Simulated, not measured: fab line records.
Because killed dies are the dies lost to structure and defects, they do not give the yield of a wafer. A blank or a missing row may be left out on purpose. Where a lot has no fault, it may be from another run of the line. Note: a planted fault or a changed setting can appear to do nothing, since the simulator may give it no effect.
Split-lot experiment | flow n5_finfet | route with 1938 steps; 7 lots, 21 wafers read

## THE SPLIT ITSELF
At N5_GATE_CUT_COAT_27 (time 60 s, resist thk 10 nm), the setting spin_rpm was moved away from the recipe's 1500 rpm on 7 of the 21 wafers read, by -10.9% to +3.1%. This setting was run at the recipe's value on the other wafers.

## FROM THE SPLIT TO THE READING: what the file shows between them, 3 steps
- N5_GATE_CUT_COAT_07: resist thk 30 nm
- N5_GATE_CUT_EBR_09
- N5_GATE_CUT_DESCUM_18: chemistry O2, time 7 s

## THE READING
etch.depth_nm (the simulator's own value, which no gauge read), in nm, at N5_GATE_CUT_ETCH_28 (etches underlayer in N2/H2, target depth 13 nm, time 10.4 s). No usual value for it is given in the file. The 14 wafers here that ran the recipe average 9.998 nm, standard deviation 0.047 nm.

wafer  | tool, chamber at the split | spin_rpm as run, rpm | against the recipe | etch.depth_nm, nm | against lot-mates on the recipe
L074.1 | litho_track-03, 0          | 1500                 | recipe             | 10.02             | -
L074.4 | litho_track-03, 0          | 1455                 | -3.0%              | 10.2              | +0.180
L074.5 | litho_track-03, 0          | 1455                 | -3.0%              | 10.19             | +0.170
L078.3 | litho_track-03, 0          | 1336                 | -10.9%             | 10.62             | +0.570
L078.4 | litho_track-03, 0          | 1500                 | recipe             | 10.05             | -
L078.6 | litho_track-03, 0          | 1336                 | -10.9%             | 10.63             | +0.580
L082.3 | litho_track-03, 0          | 1500                 | recipe             | 10.02             | -
L082.4 | litho_track-03, 0          | 1547                 | +3.1%              | 9.854             | -0.166
L082.5 | litho_track-03, 0          | 1547                 | +3.1%              | 9.892             | -0.128
L086.2 | litho_track-03, 0          | 1500                 | recipe             | 10.01             | -
L086.4 | litho_track-03, 0          | 1500                 | recipe             | 10.06             | -
L086.5 | litho_track-03, 0          | 1500                 | recipe             | 10.06             | -
L087.4 | litho_track-05, 0          | 1500                 | recipe             | 9.932             | -
L087.5 | litho_track-05, 0          | 1500                 | recipe             | 9.95              | -
L087.6 | litho_track-05, 0          | 1500                 | recipe             | 9.948             | -
L093.1 | litho_track-05, 0          | 1500                 | recipe             | 9.941             | -
L093.3 | litho_track-05, 0          | 1500                 | recipe             | 9.933             | -
L093.5 | litho_track-05, 0          | 1500                 | recipe             | 9.98              | -
L095.3 | litho_track-03, 0          | 1500                 | recipe             | 10.04             | -
L095.5 | litho_track-03, 0          | 1500                 | recipe             | 10.03             | -
L095.6 | litho_track-03, 0          | 1440                 | -4.0%              | 10.25             | +0.215

FIT RESULTS
A straight line over all 21 wafers: etch.depth_nm changes by -0.0561 nm for each +1% of spin_rpm; r = -0.98; the points scatter about the line by 0.045 nm.
The same after taking each lot's own level away (the mean of its wafers on the recipe; 21 wafers): -0.0523 nm for each +1%; r = -1.00; scatter 0.016 nm.
Per that fit: largest spin_rpm move, reading shift of 0.57 nm.
Measured against the standard deviation above, the lots' own levels, which go from 9.9433 to 10.0500 nm, span 2.3 times it.
Hence the lot-to-lot level has little effect on the slope; both slopes agree.
Check: with one of the wafers moved furthest among these (-10.9%) left out of the fit, the line predicts +0.579 nm for it against its lot-mates. Against them it came out at +0.57 nm.

## THE WHOLE CHAIN: every reading that the file lists as answering this split, in the file's order
step                | what it does                                                | reading                                                                                | change (the file's fit)                | r (the file's)
N5_GATE_CUT_COAT_27 | time 60 s, resist thk 10 nm                                 | underlayer_of_GATE_CUT_COAT_27.thk_nm (the simulator's own value, which no gauge read) | -0.0556 nm for each +1% of the setting | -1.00
N5_GATE_CUT_ETCH_28 | etches underlayer in N2/H2, target depth 13 nm, time 10.4 s | CAR-EUV_of_GATE_CUT_COAT_07.thk_nm (the simulator's own value, which no gauge read)    | +0.0698 nm for each +1% of the setting | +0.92
N5_GATE_CUT_ETCH_28 | etches underlayer in N2/H2, target depth 13 nm, time 10.4 s | etch.depth_nm (the simulator's own value, which no gauge read)                         | -0.0528 nm for each +1% of the setting | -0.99

## FILE'S OWN FIT
etch.depth_nm changes by -0.0528 nm for each +1% of spin_rpm, r = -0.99.
